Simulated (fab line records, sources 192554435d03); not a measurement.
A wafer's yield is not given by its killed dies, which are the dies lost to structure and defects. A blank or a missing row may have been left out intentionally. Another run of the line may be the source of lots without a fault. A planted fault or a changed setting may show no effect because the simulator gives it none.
Which tool was responsible? | flow n5 finfet | 72 wafers from 24 lots sampled at 5 of the route's 1938 steps

## WHAT THE GAUGES READ, wafer by wafer
N5_BEOL_M11_INSPECT_58: inspects for defects (darkfield). Usual: raw defect count at 73, with a standard deviation of 22.
lot  | measured     | on                | raw defect count | flag
L075 | day 10 19:31 | defect inspect-02 | 63 58 78         |
L074 | day 10 19:25 | defect inspect-02 | 54 39 44         |
L077 | day 11 01:10 | defect inspect-02 | 65 57 67         |
L076 | day 11 02:01 | defect inspect-02 | 52 62 71         |
L078 | day 12 03:46 | defect inspect-01 | 78 43 44         |
L079 | day 12 05:40 | defect inspect-01 | 118 83 66        |
L081 | day 12 11:28 | defect inspect-02 | 59 106 88        |
L082 | day 12 19:46 | defect inspect-01 | 28 46 60         |
L080 | day 13 02:14 | defect inspect-02 | 75 65 72         |
L083 | day 13 05:55 | defect inspect-02 | 122 110 85       |
L085 | day 13 14:33 | defect inspect-01 | 94 67 89         |
L086 | day 13 14:19 | defect inspect-01 | 52 79 86         |
L084 | day 13 18:04 | defect inspect-02 | 67 82 95         |
L088 | day 13 23:24 | defect inspect-01 | 122 87 70        |
L087 | day 13 22:46 | defect inspect-01 | 51 82 95         |
L089 | day 14 11:25 | defect inspect-01 | 51 52 55         |
L090 | day 14 11:43 | defect inspect-02 | 122 49 76        |
L092 | day 14 22:21 | defect inspect-01 | 93 61 128        |
L093 | day 15 08:47 | defect inspect-02 | 48 54 80         |
L091 | day 15 08:05 | defect inspect-01 | 83 71 69         |
L094 | day 15 16:18 | defect inspect-01 | 34 60 48         |
L095 | day 15 23:08 | defect inspect-01 | 65 70 60         |
L096 | day 16 08:35 | defect inspect-02 | 51 61 66         |
L097 | day 17 06:10 | defect inspect-01 | 62 72 86         |

## TOOL THAT RAN EACH LOT (tool first, then ch and the chambers of the sampled wafers, then the start)
lot  | N5_BEOL_M10_CURE_72           | N5_BEOL_M10_ALD_74                  | N5_BEOL_M11_DESCUM_33              | N5_BEOL_M11_ETCH_65
L075 | uv cure-03 ch 1, day 10 06:23 | ald metal-03 ch 1,2, day 10 06:53   | rie diel-06 ch 1,3, day 10 15:50   | rie diel-06 ch 1,3, day 10 15:52
L074 | uv cure-01 ch 2, day 10 09:30 | ald metal-03 ch 0,1,2, day 10 09:59 | rie diel-01 ch 0,2,3, day 10 15:47 | rie diel-01 ch 0,2,3, day 10 15:49
L077 | uv cure-02 ch 1, day 10 13:31 | ald metal-03 ch 0,1,3, day 10 14:39 | rie diel-05 ch 1,2, day 10 20:19   | rie diel-05 ch 1,2, day 10 20:22
L076 | uv cure-03 ch 2, day 10 16:24 | ald metal-02 ch 1,2,3, day 10 17:14 | rie diel-05 ch 0,1,3, day 10 22:31 | rie diel-05 ch 0,1,3, day 10 22:34
L078 | uv cure-01 ch 2, day 11 15:34 | ald metal-01 ch 1,2, day 11 16:20   | rie diel-01 ch 0,1,3, day 11 23:59 | rie diel-01 ch 0,1,3, day 12 00:01
L079 | uv cure-02 ch 1, day 11 15:37 | ald metal-02 ch 0,2,3, day 11 16:25 | rie diel-01 ch 0,1,3, day 12 01:33 | rie diel-01 ch 0,1,3, day 12 01:35
L081 | uv cure-03 ch 2, day 12 00:40 | ald metal-01 ch 2,3, day 12 01:08   | rie diel-01 ch 0,1,3, day 12 06:29 | rie diel-01 ch 0,1,3, day 12 06:31
L082 | uv cure-02 ch 1, day 12 09:02 | ald metal-01 ch 0,2,3, day 12 09:33 | rie diel-05 ch 1,2,3, day 12 15:53 | rie diel-05 ch 1,2,3, day 12 15:56
L080 | uv cure-02 ch 1, day 12 15:49 | ald metal-02 ch 1,2,3, day 12 18:04 | rie diel-05 ch 0,1, day 12 23:16   | rie diel-05 ch 0,1, day 12 23:18
L083 | uv cure-03 ch 2, day 12 18:24 | ald metal-01 ch 0,2,3, day 12 19:14 | rie diel-05 ch 1,2,3, day 13 02:14 | rie diel-05 ch 1,2,3, day 13 02:17
L085 | uv cure-02 ch 0, day 13 03:35 | ald metal-03 ch 0,2,3, day 13 04:01 | rie diel-06 ch 1,3, day 13 11:17   | rie diel-06 ch 1,3, day 13 11:19
L086 | uv cure-02 ch 2, day 13 03:59 | ald metal-01 ch 0,1,2, day 13 04:41 | rie diel-01 ch 0,1,3, day 13 11:02 | rie diel-01 ch 0,1,3, day 13 11:04
L084 | uv cure-01 ch 0, day 13 07:22 | ald metal-03 ch 0,1,2, day 13 07:51 | rie diel-01 ch 1,3, day 13 13:37   | rie diel-01 ch 1,3, day 13 13:38
L088 | uv cure-02 ch 0, day 13 11:44 | ald metal-02 ch 1,2, day 13 12:23   | rie diel-01 ch 0,2,3, day 13 19:43 | rie diel-01 ch 0,2,3, day 13 19:45
L087 | uv cure-02 ch 1, day 13 12:18 | ald metal-03 ch 0,2, day 13 13:17   | rie diel-06 ch 0,1,2, day 13 19:33 | rie diel-06 ch 0,1,2, day 13 19:35
L089 | uv cure-01 ch 0, day 14 02:31 | ald metal-03 ch 0,1,3, day 14 02:59 | rie diel-06 ch 0,1,3, day 14 07:22 | rie diel-06 ch 0,1,3, day 14 07:23
L090 | uv cure-02 ch 0, day 14 02:32 | ald metal-02 ch 0,1,2, day 14 03:04 | rie diel-05 ch 0,2,3, day 14 07:40 | rie diel-05 ch 0,2,3, day 14 07:41
L092 | uv cure-03 ch 0, day 14 10:16 | ald metal-02 ch 0,1, day 14 10:37   | rie diel-05 ch 1,2, day 14 17:39   | rie diel-05 ch 1,2, day 14 17:41
L093 | uv cure-01 ch 0, day 14 21:53 | ald metal-01 ch 0,1,3, day 14 22:46 | rie diel-01 ch 0,2, day 15 05:15   | rie diel-01 ch 0,2, day 15 05:17
L091 | uv cure-03 ch 0, day 14 22:03 | ald metal-02 ch 0,2,3, day 14 22:50 | rie diel-01 ch 0,1,2, day 15 04:47 | rie diel-01 ch 0,1,2, day 15 04:49
L094 | uv cure-01 ch 0, day 15 05:16 | ald metal-02 ch 0,2,3, day 15 05:52 | rie diel-05 ch 0,1,3, day 15 12:15 | rie diel-05 ch 0,1,3, day 15 12:17
L095 | uv cure-03 ch 2, day 15 11:51 | ald metal-01 ch 0,2,3, day 15 12:27 | rie diel-05 ch 1,3, day 15 19:02   | rie diel-05 ch 1,3, day 15 19:05
L096 | uv cure-02 ch 2, day 15 20:00 | ald metal-02 ch 0,2, day 15 20:34   | rie diel-01 ch 1,2,3, day 16 04:48 | rie diel-01 ch 1,2,3, day 16 04:50
L097 | uv cure-02 ch 0, day 16 17:15 | ald metal-03 ch 1,2,3, day 16 19:58 | rie diel-05 ch 0,2,3, day 17 01:46 | rie diel-05 ch 0,2,3, day 17 01:47
- N5_BEOL_M10_CURE_72: cures SiCOH lowk, time 120 s.
- N5_BEOL_M10_ALD_74: deposits TaN, target thk 2 nm, pulse time 2 s, purge time 3 s.
- N5_BEOL_M11_DESCUM_33: chemistry O2, time 7.9 s.
- N5_BEOL_M11_ETCH_65: etches SiARC in CF4, target depth 39 nm, time 65 s.

## WHAT THE TOOLS THEMSELVES READ (means of the sampled wafers that have a number; where no wafer has one, the mark that the record gives instead)
N5_BEOL_M10_CURE_72. Usual: lamp power pct 52.32 %, standard deviation 0.052; wafer_temp_C_max 371.9, standard deviation 0.65.
lot  | tool       | lamp power pct (%) | wafer_temp_C_max | flag
L075 | uv cure-03 | 52.34              | 371.5            |
L074 | uv cure-01 | 52.30              | 371.8            |
L077 | uv cure-02 | 52.26              | 371.5            |
L076 | uv cure-03 | 52.29              | 373.0            |
L078 | uv cure-01 | 52.38              | 372.2            |
L079 | uv cure-02 | 52.31              | 371.1            |
L081 | uv cure-03 | 52.31              | 372.1            |
L082 | uv cure-02 | 52.31              | 371.9            |
L080 | uv cure-02 | 52.29              | 371.4            |
L083 | uv cure-03 | 52.32              | 372.7            |
L085 | uv cure-02 | 52.35              | 372.2            |
L086 | uv cure-02 | 52.34              | 371.1            |
L084 | uv cure-01 | 52.28              | 372.0            |
L088 | uv cure-02 | 52.31              | 372.5            |
L087 | uv cure-02 | 52.26              | 371.3            |
L089 | uv cure-01 | 52.32              | 371.8            |
L090 | uv cure-02 | 52.32              | 372.4            |
L092 | uv cure-03 | 52.36              | 371.4            |
L093 | uv cure-01 | 52.33              | 371.9            |
L091 | uv cure-03 | 52.32              | 371.6            |
L094 | uv cure-01 | 52.29              | 371.5            |
L095 | uv cure-03 | 52.31              | 372.8            |
L096 | uv cure-02 | 52.30              | 371.1            |
L097 | uv cure-02 | 52.33              | 372.7            |

N5_BEOL_M10_ALD_74. Usual: heater power w at 426 W, with a standard deviation of 36.
lot  | tool         | heater power w (W) | flag
L075 | ald metal-03 | 488                |
L074 | ald metal-03 | 457                |
L077 | ald metal-03 | 421                |
L076 | ald metal-02 | 436                |
L078 | ald metal-01 | 404                |
L079 | ald metal-02 | 440                |
L081 | ald metal-01 | 397                |
L082 | ald metal-01 | 396                |
L080 | ald metal-02 | 428                |
L083 | ald metal-01 | 392                |
L085 | ald metal-03 | 450                |
L086 | ald metal-01 | 406                |
L084 | ald metal-03 | 458                |
L088 | ald metal-02 | 440                |
L087 | ald metal-03 | 483                |
L089 | ald metal-03 | 417                |
L090 | ald metal-02 | 436                |
L092 | ald metal-02 | 430                |
L093 | ald metal-01 | 378                |
L091 | ald metal-02 | 436                |
L094 | ald metal-02 | 439                |
L095 | ald metal-01 | 392                |
L096 | ald metal-02 | 449                |
L097 | ald metal-03 | 458                |

N5_BEOL_M11_DESCUM_33. Usual: drypump motor current A 5.7 A, standard deviation 0.31; oes product au 0.79 a.u., standard deviation 0.088; rf vpp V 243.5 V, standard deviation 0.96; showerhead plenum p Torr 2.12 Torr, standard deviation 0.042; temp c 40.00 C, standard deviation 0.11; throttle valve pct 20.40 %, standard deviation 0.21.
lot  | tool        | drypump motor current A (A) | oes product au (a.u.) | rf vpp V (V) | showerhead plenum p Torr (Torr) | temp c (C) | throttle valve pct (%) | flag
L075 | rie diel-06 | 5.3                         | 0.86                  | 243.3        | 2.07                            | 39.96      | 20.28                  |
L074 | rie diel-01 | 5.7                         | 0.75                  | 244.4        | 2.12                            | 40.06      | 20.36                  |
L077 | rie diel-05 | 5.4                         | 0.80                  | 243.0        | 2.11                            | 39.87      | 20.27                  |
L076 | rie diel-05 | 5.6                         | 0.73                  | 243.9        | 2.12                            | 40.06      | 20.42                  |
L078 | rie diel-01 | 5.9                         | 0.85                  | 243.2        | 2.15                            | 40.02      | 20.43                  |
L079 | rie diel-01 | 6.0                         | 0.84                  | 243.7        | 2.15                            | 40.05      | 20.44                  |
L081 | rie diel-01 | 5.9                         | 0.84                  | 243.6        | 2.15                            | 40.08      | 20.44                  |
L082 | rie diel-05 | 5.4                         | 0.75                  | 243.6        | 2.09                            | 40.05      | 20.44                  |
L080 | rie diel-05 | 5.8                         | 0.75                  | 244.3        | 2.15                            | 40.11      | 20.32                  |
L083 | rie diel-05 | 5.5                         | 0.75                  | 242.5        | 2.09                            | 40.04      | 20.44                  |
L085 | rie diel-06 | 5.3                         | 0.86                  | 243.5        | 2.09                            | 40.07      | 20.18                  |
L086 | rie diel-01 | 6.0                         | 0.82                  | 244.3        | 2.15                            | 39.96      | 20.46                  |
L084 | rie diel-01 | 5.8                         | 0.78                  | 243.5        | 2.14                            | 39.97      | 20.30                  |
L088 | rie diel-01 | 5.7                         | 0.82                  | 243.8        | 2.11                            | 39.93      | 20.32                  |
L087 | rie diel-06 | 5.6                         | 0.76                  | 244.0        | 2.11                            | 39.96      | 20.36                  |
L089 | rie diel-06 | 5.5                         | 0.79                  | 243.7        | 2.09                            | 40.01      | 20.30                  |
L090 | rie diel-05 | 5.7                         | 0.83                  | 244.4        | 2.11                            | 40.00      | 20.34                  |
L092 | rie diel-05 | 5.5                         | 0.78                  | 243.2        | 2.10                            | 39.91      | 20.33                  |
L093 | rie diel-01 | 5.6                         | 0.86                  | 243.3        | 2.09                            | 40.01      | 20.37                  |
L091 | rie diel-01 | 5.8                         | 0.86                  | 243.2        | 2.12                            | 40.00      | 20.51                  |
L094 | rie diel-05 | 5.6                         | 0.80                  | 243.6        | 2.11                            | 39.98      | 20.35                  |
L095 | rie diel-05 | 5.4                         | 0.81                  | 243.5        | 2.09                            | 39.89      | 20.33                  |
L096 | rie diel-01 | 5.7                         | 0.91                  | 242.4        | 2.11                            | 40.06      | 20.23                  |
L097 | rie diel-05 | 5.7                         | 0.79                  | 242.9        | 2.10                            | 40.10      | 20.39                  |

N5_BEOL_M11_ETCH_65. Usual: drypump motor current A 5.7 A, standard deviation 0.31; etch rf on time s 64.6 s, standard deviation 1.4; oes product au 0.68 a.u., standard deviation 0.076; rf vpp V 184.4 V, standard deviation 0.94; showerhead plenum p Torr 2.16 Torr, standard deviation 0.043; throttle valve pct 15.57 %, standard deviation 0.16.
lot  | tool        | drypump motor current A (A) | etch rf on time s (s) | oes product au (a.u.) | rf vpp V (V) | showerhead plenum p Torr (Torr) | throttle valve pct (%) | flag
L075 | rie diel-06 | 5.3                         | 64.6                  | 0.73                  | 184.3        | 2.12                            | 15.50                  |
L074 | rie diel-01 | 5.7                         | 65.1                  | 0.64                  | 184.7        | 2.17                            | 15.56                  |
L077 | rie diel-05 | 5.4                         | 64.0                  | 0.69                  | 184.8        | 2.15                            | 15.45                  |
L076 | rie diel-05 | 5.6                         | 64.5                  | 0.63                  | 184.6        | 2.16                            | 15.63                  |
L078 | rie diel-01 | 5.9                         | 63.9                  | 0.73                  | 184.6        | 2.19                            | 15.54                  |
L079 | rie diel-01 | 5.9                         | 64.1                  | 0.72                  | 185.5        | 2.19                            | 15.55                  |
L081 | rie diel-01 | 5.9                         | 64.1                  | 0.72                  | 184.6        | 2.19                            | 15.55                  |
L082 | rie diel-05 | 5.4                         | 64.6                  | 0.65                  | 183.7        | 2.14                            | 15.64                  |
L080 | rie diel-05 | 5.8                         | 64.4                  | 0.64                  | 184.5        | 2.20                            | 15.53                  |
L083 | rie diel-05 | 5.5                         | 64.2                  | 0.65                  | 184.1        | 2.14                            | 15.64                  |
L085 | rie diel-06 | 5.3                         | 65.2                  | 0.73                  | 184.2        | 2.16                            | 15.44                  |
L086 | rie diel-01 | 5.9                         | 64.3                  | 0.70                  | 184.1        | 2.18                            | 15.56                  |
L084 | rie diel-01 | 5.9                         | 64.3                  | 0.67                  | 184.8        | 2.19                            | 15.56                  |
L088 | rie diel-01 | 5.7                         | 64.8                  | 0.71                  | 184.0        | 2.16                            | 15.46                  |
L087 | rie diel-06 | 5.6                         | 66.5                  | 0.64                  | 184.8        | 2.17                            | 15.65                  |
L089 | rie diel-06 | 5.5                         | 66.1                  | 0.67                  | 183.0        | 2.16                            | 15.58                  |
L090 | rie diel-05 | 5.7                         | 64.6                  | 0.71                  | 183.8        | 2.16                            | 15.57                  |
L092 | rie diel-05 | 5.4                         | 64.1                  | 0.68                  | 185.1        | 2.15                            | 15.56                  |
L093 | rie diel-01 | 5.5                         | 65.1                  | 0.75                  | 183.9        | 2.12                            | 15.39                  |
L091 | rie diel-01 | 5.8                         | 64.7                  | 0.74                  | 185.1        | 2.15                            | 15.51                  |
L094 | rie diel-05 | 5.7                         | 63.5                  | 0.68                  | 184.0        | 2.15                            | 15.50                  |
L095 | rie diel-05 | 5.4                         | 62.2                  | 0.70                  | 184.1        | 2.12                            | 15.46                  |
L096 | rie diel-01 | 5.7                         | 64.1                  | 0.78                  | 184.5        | 2.16                            | 15.35                  |
L097 | rie diel-05 | 5.7                         | 63.4                  | 0.68                  | 183.4        | 2.15                            | 15.60                  |

## THE ANSWER, worked out from the rows above alone
Rule: take the mean of a lot's wafers that have a number; if it is more than 3 standard deviations from the usual mean, the lot is off. Also off: a lot with no number at a reading for which 4 or more lots have one. The other lots that the step has rows for count as sound. First the gauges in route order, then the tools' own readings, where a lot's mean is used as printed above. At the first step where some lot is off, the reading lying furthest off is the one used; lots without a number count as furthest.
None of the lots is off at any reading shown; this tells nothing.

## WHAT HAD BEEN PUT IN BY THE SIMULATOR
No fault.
